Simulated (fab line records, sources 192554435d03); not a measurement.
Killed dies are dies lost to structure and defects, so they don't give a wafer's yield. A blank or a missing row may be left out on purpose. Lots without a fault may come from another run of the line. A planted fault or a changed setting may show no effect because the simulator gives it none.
Which tool did it? | flow n5_finfet | 8 lots, 24 wafers sampled, at 5 steps of a route of 1938

WHAT THE GAUGES READ, wafer by wafer
N5_MOL_CONTACT_COAG_THK_MEAS_53.
lot  | measured     | on            | VIA_MOL_THK (nm)
L747 | day 6 01:58  | film_metro-02 | 44.0 43.3 44.9
L748 | day 6 09:17  | film_metro-01 | 44.4 44.6 44.6
L753 | day 7 15:31  | film_metro-01 | 43.4 42.8 44.3
L755 | day 8 10:40  | film_metro-01 | 43.3 74.7 75.2
L756 | day 8 16:01  | film_metro-02 | 42.9 43.8 44.0
L757 | day 8 20:46  | film_metro-02 | 42.9 43.9 44.2
L758 | day 9 00:15  | film_metro-01 | 74.7 43.9 75.4
L764 | day 10 07:18 | film_metro-02 | 42.5 42.2 43.3

WHICH TOOL RAN EACH LOT (tool, then ch and the chambers of the sampled wafers, then the start)
lot  | N5_MOL_CONTACT_COAG_PECVD_31   | N5_MOL_CONTACT_COAG_ETCHBACK_132   | N5_MOL_CONTACT_COAG_ETCH_47        | N5_MOL_CONTACT_COAG_ETCH_124
L747 | pecvd-02 ch 1,2, day 5 22:40   | rie_diel-03 ch 1,2,3, day 5 23:27  | rie_diel-03 ch 1,2,3, day 5 23:43  | rie_diel-01 ch 0,1,3, day 6 00:53
L748 | pecvd-01 ch 0,1,2, day 6 04:51 | rie_diel-03 ch 0,2,3, day 6 05:46  | rie_diel-03 ch 0,2,3, day 6 06:01  | rie_diel-05 ch 1,2, day 6 07:45
L753 | pecvd-01 ch 0,2, day 7 10:20   | rie_diel-05 ch 0,1,3, day 7 11:31  | rie_diel-05 ch 0,1,3, day 7 11:47  | rie_diel-05 ch 1,3, day 7 14:25
L755 | pecvd-01 ch 1,2, day 8 06:50   | rie_diel-01 ch 1,2, day 8 07:44    | rie_diel-01 ch 1,2, day 8 08:00    | rie_diel-01 ch 1,2, day 8 09:12
L756 | pecvd-03 ch 1, day 8 10:19     | rie_diel-01 ch 1,2, day 8 13:03    | rie_diel-01 ch 1,2, day 8 13:19    | rie_diel-03 ch 0,1, day 8 14:56
L757 | pecvd-03 ch 1,2, day 8 15:38   | rie_diel-01 ch 0,1,2, day 8 17:55  | rie_diel-01 ch 0,1,2, day 8 18:11  | rie_diel-03 ch 2,3, day 8 19:41
L758 | pecvd-01 ch 0,1,2, day 8 19:22 | rie_diel-05 ch 0,1,2, day 8 21:37  | rie_diel-05 ch 0,1,2, day 8 21:53  | rie_diel-03 ch 0,1,3, day 8 23:10
L764 | pecvd-03 ch 0,1, day 10 03:39  | rie_diel-03 ch 1,2,3, day 10 04:32 | rie_diel-03 ch 1,2,3, day 10 04:48 | rie_diel-01 ch 0,1,2, day 10 06:14
- N5_MOL_CONTACT_COAG_PECVD_31: deposits SiO2 from TEOS/O2, target thk 46 nm, time 8.9 s.
- N5_MOL_CONTACT_COAG_ETCHBACK_132: etches SiO2 in CHF3, target depth 10 nm, time 6.7 s.
- N5_MOL_CONTACT_COAG_ETCH_47: etches SiNx in CH3F/O2, stops on W, target depth 27 nm.
- N5_MOL_CONTACT_COAG_ETCH_124: etches SiNx in CH3F/O2, stops on SiOC, target depth 6.5 nm.

THE ANSWER, worked out from the rows above alone
Rule: what is usual is taken from the lots themselves. Put in order of their means at a reading, lots are off if they are a third of the lots or fewer, leave a main group of 4 or more, and stand apart from it by a gap of 3 or more times the standard deviation of the main group's means; of several such gaps the widest counts. A main group whose means are all the same, to the digits that the tables above print for the reading, isn't used. A lot without any number at a reading at which 4 lots or more have one is off too. The other lots that the step has rows for count as sound.
Off: L755, L758, at N5_MOL_CONTACT_COAG_THK_MEAS_53 (VIA_MOL_THK). The main group: mean 43.7 nm, standard deviation 0.57.
A tool fits if, at a process step before that reading, it ran every lot that is off, and no sound lot after the first of them. The gauges at N5_MOL_CONTACT_COAG_THK_MEAS_53 are tried like those tools. Can't be told from this: 2 tools fit, pecvd-01 at N5_MOL_CONTACT_COAG_PECVD_31, film_metro-01 at N5_MOL_CONTACT_COAG_THK_MEAS_53.

WHAT THE SIMULATOR HAD PUT IN
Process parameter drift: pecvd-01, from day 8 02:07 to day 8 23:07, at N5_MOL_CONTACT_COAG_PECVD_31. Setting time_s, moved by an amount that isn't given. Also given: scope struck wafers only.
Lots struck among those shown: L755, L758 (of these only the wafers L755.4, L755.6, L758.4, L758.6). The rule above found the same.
